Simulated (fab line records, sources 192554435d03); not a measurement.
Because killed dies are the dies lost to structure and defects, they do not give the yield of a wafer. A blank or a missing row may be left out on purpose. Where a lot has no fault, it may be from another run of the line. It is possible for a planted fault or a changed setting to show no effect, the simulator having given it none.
Split-lot experiment | flow n5_finfet | on a route of 1938 steps: 7 lots, 21 wafers read

## ON THE SPLIT
At N5_BEOL_M4_DESCUM_16 (chemistry O2, time 7 s), the setting time_s was moved away from the recipe's 7 s on 6 of the 21 wafers read, by -21.0% to +13.8%. All remaining wafers had this setting at the recipe value.

Reading taken at the split's own step.

## THE READING
CAR-EUV_of_BEOL_M4_COAT_05.thk_nm (the simulator's own value, which no gauge read), in nm, at N5_BEOL_M4_DESCUM_16 (chemistry O2, time 7 s). The file gives no usual value for it. The 15 wafers here that ran the recipe average 26.1 nm, standard deviation 0.088 nm.

wafer  | tool, chamber at the split | time_s as run, s | against the recipe | CAR-EUV_of_BEOL_M4_COAT_05.thk_nm, nm | against lot-mates on the recipe
L076.1 | rie_diel-05, 2             | 7                | recipe             | 26                                    | -
L076.2 | rie_diel-05, 3,1           | 7                | recipe             | 26.2                                  | -
L076.4 | rie_diel-05, 3,1           | 7                | recipe             | 26.2                                  | -
L083.1 | rie_diel-05, 0,2,0         | 7                | recipe             | 26                                    | -
L083.3 | rie_diel-05, 0,2,0         | 7                | recipe             | 26                                    | -
L083.4 | rie_diel-05, 0,2,0         | 7                | recipe             | 26                                    | -
L088.3 | rie_diel-04, 3,1           | 5.532            | -21.0%             | 26.8                                  | +0.8
L088.6 | rie_diel-04, 3,1           | 5.532            | -21.0%             | 26.8                                  | +0.8
L088.5 | rie_diel-04, 0             | 7                | recipe             | 26                                    | -
L089.1 | rie_diel-06, 0,1           | 7                | recipe             | 26                                    | -
L089.2 | rie_diel-06, 0,1           | 7                | recipe             | 26                                    | -
L089.5 | rie_diel-06, 0             | 7                | recipe             | 26.2                                  | -
L090.1 | rie_diel-06, 2             | 7                | recipe             | 26                                    | -
L090.3 | rie_diel-06, 1             | 7                | recipe             | 26.2                                  | -
L090.4 | rie_diel-06, 0             | 7.757            | +10.8%             | 25.6                                  | -0.5
L093.1 | rie_diel-06, 0             | 7.969            | +13.8%             | 25.6                                  | -0.4
L093.3 | rie_diel-06, 2             | 7                | recipe             | 26                                    | -
L093.5 | rie_diel-06, 2             | 7                | recipe             | 26                                    | -
L096.1 | rie_diel-04, 0,2           | 7.708            | +10.1%             | 25.8                                  | -0.2
L096.2 | rie_diel-04, 0,2           | 7.708            | +10.1%             | 25.8                                  | -0.2
L096.3 | rie_diel-04, 1             | 7                | recipe             | 26                                    | -
Where a row lists several chambers, the file gives one row for several wafers and doesn't say which wafer went through which chamber.

FIT RESULTS
A straight line over all 21 wafers: CAR-EUV_of_BEOL_M4_COAT_05.thk_nm changes by -0.0342 nm for each +1% of time_s; r = -0.96; the points scatter about the line by 0.086 nm.
The same after taking each lot's own level away (the mean of its wafers on the recipe; 21 wafers): -0.0349 nm for each +1%; r = -0.96; scatter 0.087 nm.
On that fit, the largest move of time_s shifts the reading by 0.73 nm.
Across the lots, their own levels run from 26.00 to 26.13 nm, a range of 1.5 times the standard deviation given above.
The two slopes are in agreement: the lot-to-lot level therefore moves the slope only a little.
Check: +0.722 nm against its lot-mates is what the line predicts for one of the wafers moved furthest among these (-21.0%) when that wafer is left out of the fit. Against them it came out at +0.8 nm.

## OTHER SPLITS ON THESE WAFERS
These wafers also went through other splits before the reading. Each is held against what the fit with the lots' levels taken away leaves over:
other split on the same wafers    | wafers away from the commonest value | r with CAR-EUV_of_BEOL_M4_COAT_05.thk_nm (lot level and that fit taken away)
N5_BEOL_M0_CUTY_EXPOSE_54 dose_mj | 9                                    | -0.05
N5_BEOL_M0_CUTY_ETCH_63 time_s    | 9                                    | -0.01
N5_BEOL_M1_EXPOSE_25 dose_mj      | 6                                    | +0.02
N5_BEOL_M2_SPUTTER_88 time_s      | 6                                    | -0.12
N5_BEOL_M3_ETCH_64 time_s         | 5                                    | -0.16
N5_BEOL_M3_COAT_76 spin_rpm       | 7                                    | +0.25
N5_BEOL_M4_COAT_73 spin_rpm       | 6                                    | -0.20

## FILE'S OWN FIT
CAR-EUV_of_BEOL_M4_COAT_05.thk_nm changes by -0.035 nm for each +1% of time_s, r = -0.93.
